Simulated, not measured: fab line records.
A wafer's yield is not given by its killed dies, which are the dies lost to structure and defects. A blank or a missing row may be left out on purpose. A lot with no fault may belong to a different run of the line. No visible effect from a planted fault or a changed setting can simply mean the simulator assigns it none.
The tool behind it: which one? -- flow n5Finfet -- 28 wafers from 10 lots sampled at 5 of the route's 1938 steps

== WHAT THE GAUGES READ, wafer by wafer ==
N5_BEOL_M4_RC_MEAS_101.
lot,measured,on,DIBL_N (mV/V),DIBL_P (mV/V),IOFF_N (nA/um),IOFF_P (nA/um),ION_N (uA/um),ION_P (uA/um),SS_N (mV/dec),SS_P (mV/dec),VT_N (mV),VT_P (mV)
L866,day 9 02:08,prober-02,34.0 36.0 33.7,33.8 37.2 33.5,0.141 0.186 0.142,0.19 0.26 0.19,683 685 678,462 468 465,71.2 71.9 70.4,72.1 73.3 72.3,250 245 249,-250 -246 -250
L867,day 9 03:11,prober-01,33.4 34.5 38.2,31.3 33.0 37.4,0.106 0.128 0.184,0.17 0.19 0.25,662 681 683,458 469 470,70.5 71.2 72.4,72.4 73.6 74.7,255 252 248,-253 -251 -248
L868,day 9 07:03,prober-02,36.1 37.1 35.4,34.7 34.5 32.9,0.165 0.181 0.140,0.21 0.20 0.18,674 694 678,460 468 464,72.0 72.9 71.3,72.9 73.0 72.6,248 248 251,-251 -252 -252
L869,day 9 06:25,prober-01,32.8 30.9 34.8,32.8 30.8 34.6,0.124 0.101 0.152,0.17 0.14 0.19,669 638 676,460 444 460,71.5 69.9 71.7,72.4 71.8 72.7,251 256 247,-251 -255 -252
L871,day 10 01:29,prober-01,34.3 31.8 32.5,34.2 31.0 31.7,0.123 0.089 0.099,0.16 0.13 0.13,676 667 658,456 460 453,71.0 70.7 70.8,73.0 72.3 71.9,253 259 257,-253 -258 -258
L879,day 11 20:23,prober-02,37.2 37.9 36.4,36.8 38.4 36.6,0.162 0.173 0.152,0.21 0.23 0.21,670 679 672,459 462 456,71.5 71.5 72.0,73.0 73.5 72.5,253 250 251,-248 -249 -250
L881,day 12 03:52,prober-01,35.5 37.5 35.3,35.8 39.5 35.7,0.158 0.209 0.144,0.20 0.26 0.20,681 700 661,464 476 460,70.7 71.8 71.2,73.1 73.2 72.8,246 242 249,-251 -247 -250
L883,day 12 22:20,prober-01,34.8 36.9,33.1 36.3,0.112 0.160,0.18 0.23,654 682,458 474,71.0 71.2,72.4 73.0,255 248,-251 -247
L886,day 13 23:32,prober-01,35.2 36.4,36.7 37.6,0.138 0.163,0.18 0.20,667 668,453 456,70.6 71.3,72.6 72.7,251 248,-255 -251
L887,day 14 08:04,prober-02,36.7 37.4 35.5,38.3 38.4 37.9,0.173 0.189 0.159,0.21 0.22 0.21,680 674 683,466 461 462,72.6 71.5 72.3,73.2 73.3 72.8,247 246 249,-251 -251 -250

== WHICH TOOL RAN EACH LOT (tool, then ch and the chambers of the sampled wafers, then the start) ==
lot,N5_BEOL_M3_SPUTTER_92,N5_BEOL_M3_ANNEAL_93,N5_BEOL_M3_SPUTTER_94,N5_BEOL_M3_CMP_52
L866,"pvdSputter-01, day 8 12:58","pvdSputter-01, day 8 13:02","pvdSputter-01, day 8 13:11","cmp-01 ch 0,2,3, day 8 16:39"
L867,"pvdSputter-02, day 8 13:40","pvdSputter-02, day 8 13:45","pvdSputter-02, day 8 13:53","cmp-04 ch 0,1,3, day 8 17:13"
L868,"pvdSputter-01, day 8 19:27","pvdSputter-01, day 8 19:32","pvdSputter-01, day 8 19:40","cmp-04 ch 1,2, day 8 21:32"
L869,"pvdSputter-03, day 8 20:10","pvdSputter-03, day 8 20:14","pvdSputter-03, day 8 20:23","cmp-04 ch 0,2,3, day 8 21:46"
L871,"pvdSputter-01, day 9 08:54","pvdSputter-01, day 9 08:59","pvdSputter-01, day 9 09:07","cmp-02 ch 0,1, day 9 09:50"
L879,"pvdSputter-03, day 11 07:52","pvdSputter-03, day 11 07:56","pvdSputter-03, day 11 08:05","cmp-01 ch 0,1, day 11 08:47"
L881,"pvdSputter-01, day 11 17:49","pvdSputter-01, day 11 17:54","pvdSputter-01, day 11 18:02","cmp-04 ch 0,3, day 11 18:47"
L883,"pvdSputter-03, day 12 06:41","pvdSputter-03, day 12 06:46","pvdSputter-03, day 12 06:54","cmp-04 ch 0,1, day 12 07:37"
L886,"pvdSputter-02, day 13 03:09","pvdSputter-02, day 13 03:14","pvdSputter-02, day 13 03:22","cmp-04 ch 1,3, day 13 04:07"
L887,"pvdSputter-02, day 13 18:40","pvdSputter-02, day 13 18:45","pvdSputter-02, day 13 18:55","cmp-02 ch 1,2,3, day 13 19:39"
- N5_BEOL_M3_SPUTTER_92: material Cu, target thk 4.5 nm, time 8.29 s.
- N5_BEOL_M3_ANNEAL_93: time 240 s.
- N5_BEOL_M3_SPUTTER_94: material Cu, target thk 4.5 nm, time 8.29 s.
- N5_BEOL_M3_CMP_52: polishes, stops on SiOC, t overpolish 6.8 s, target thk 40 nm.

== AS READ BY THE TOOLS THEMSELVES (means over the sampled wafers that have a number; for cases with no such wafer, the mark the record gives instead) ==
N5_BEOL_M3_SPUTTER_92.
lot,tool,substrateTempC (C),throttleValvePct (%)
L866,pvdSputter-01,-20.01,31.3
L867,pvdSputter-02,-19.99,30.5
L868,pvdSputter-01,-20.05,31.7
L869,pvdSputter-03,-20.09,29.8
L871,pvdSputter-01,-19.91,29.5
L879,pvdSputter-03,-20.05,29.6
L881,pvdSputter-01,-19.94,30.2
L883,pvdSputter-03,-20.10,30.1
L886,pvdSputter-02,-20.01,30.4
L887,pvdSputter-02,-20.01,30.1

N5_BEOL_M3_ANNEAL_93.
lot,tool,heaterPowerW (W),susceptor_temp_C_max
L866,pvdSputter-01,850,401.0
L867,pvdSputter-02,860,401.1
L868,pvdSputter-01,841,400.7
L869,pvdSputter-03,869,400.8
L871,pvdSputter-01,803,401.2
L879,pvdSputter-03,811,400.9
L881,pvdSputter-01,790,400.9
L883,pvdSputter-03,730,400.8
L886,pvdSputter-02,768,401.0
L887,pvdSputter-02,843,400.7

N5_BEOL_M3_SPUTTER_94.
lot,tool,substrateTempC (C),throttleValvePct (%)
L866,pvdSputter-01,-19.95,31.2
L867,pvdSputter-02,-19.90,30.6
L868,pvdSputter-01,-20.04,31.6
L869,pvdSputter-03,-19.96,29.9
L871,pvdSputter-01,-20.05,29.4
L879,pvdSputter-03,-19.99,29.7
L881,pvdSputter-01,-20.04,30.2
L883,pvdSputter-03,-19.91,29.9
L886,pvdSputter-02,-20.06,30.6
L887,pvdSputter-02,-19.97,30.2

N5_BEOL_M3_CMP_52.
lot,tool,barrierFieldEndpointS (s),headPressurePsi (psi),motorCurrentA (A),overpolishRunS (s),timeToEndpointS (s)
L866,cmp-01,24.3,0.9985,5.7,6.802,64
L867,cmp-04,24.2,1.0008,6.2,6.790,62
L868,cmp-04,25.6,1.0026,5.6,6.802,68
L869,cmp-04,24.7,1.0009,5.9,6.803,62
L871,cmp-02,24.5,1.0013,6.2,6.794,61
L879,cmp-01,24.3,0.9999,5.9,6.804,63
L881,cmp-04,21.0,1.0002,6.3,6.793,51
L883,cmp-04,18.4,1.0002,6.2,6.801,48
L886,cmp-04,18.8,1.0004,5.8,6.801,45
L887,cmp-02,24.8,1.0004,6.4,6.789,67

== THE ANSWER, worked out from the rows above alone ==
Rule: the usual values come from the lots themselves. Put in order of their means at a reading, lots are off if they are a third of the lots or fewer, leave a main group of 4 or more, and stand apart from it by a gap of 3 or more times the standard deviation of the main group's means; of several such gaps the widest counts. A main group is skipped when, at the precision printed for the reading in the tables above, its means are all equal. Also off: a lot with no number at a reading for which 4 or more lots have one. Any other lot the step has rows for is counted as sound. Order of review: gauges by route order, followed by the tools' own readings, for which a lot's mean as printed above is used. At the first step where some lot is off, the reading lying furthest off is the one used; lots without a number count as furthest.
Off at N5_BEOL_M3_CMP_52 (barrierFieldEndpointS): L881, L883, L886. For the main group the mean is 24.6 s and the standard deviation 0.45.
A tool fits if, at that step or a process step before it, it ran every lot that is off, and no sound lot after the first of them. One fits: cmp-04 at N5_BEOL_M3_CMP_52. Its last sound lot is L869 (day 8 21:46), its first lot that is off L881 (day 11 18:47): a fault that began between those two fits.
The tool's own readings at N5_BEOL_M3_CMP_52 bear it out: on the lots that are off they differ by more than 5 times the standard deviation of the sound lots' means. barrierFieldEndpointS reads 19.4 s there against 24.6 s on the sound lots; timeToEndpointS reads 48 s there against 64 s on the sound lots.

== WHAT WAS PUT IN BY THE SIMULATOR ==
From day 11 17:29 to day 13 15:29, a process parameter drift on cmp-04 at N5_BEOL_M3_CMP_52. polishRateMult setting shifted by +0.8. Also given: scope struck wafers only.
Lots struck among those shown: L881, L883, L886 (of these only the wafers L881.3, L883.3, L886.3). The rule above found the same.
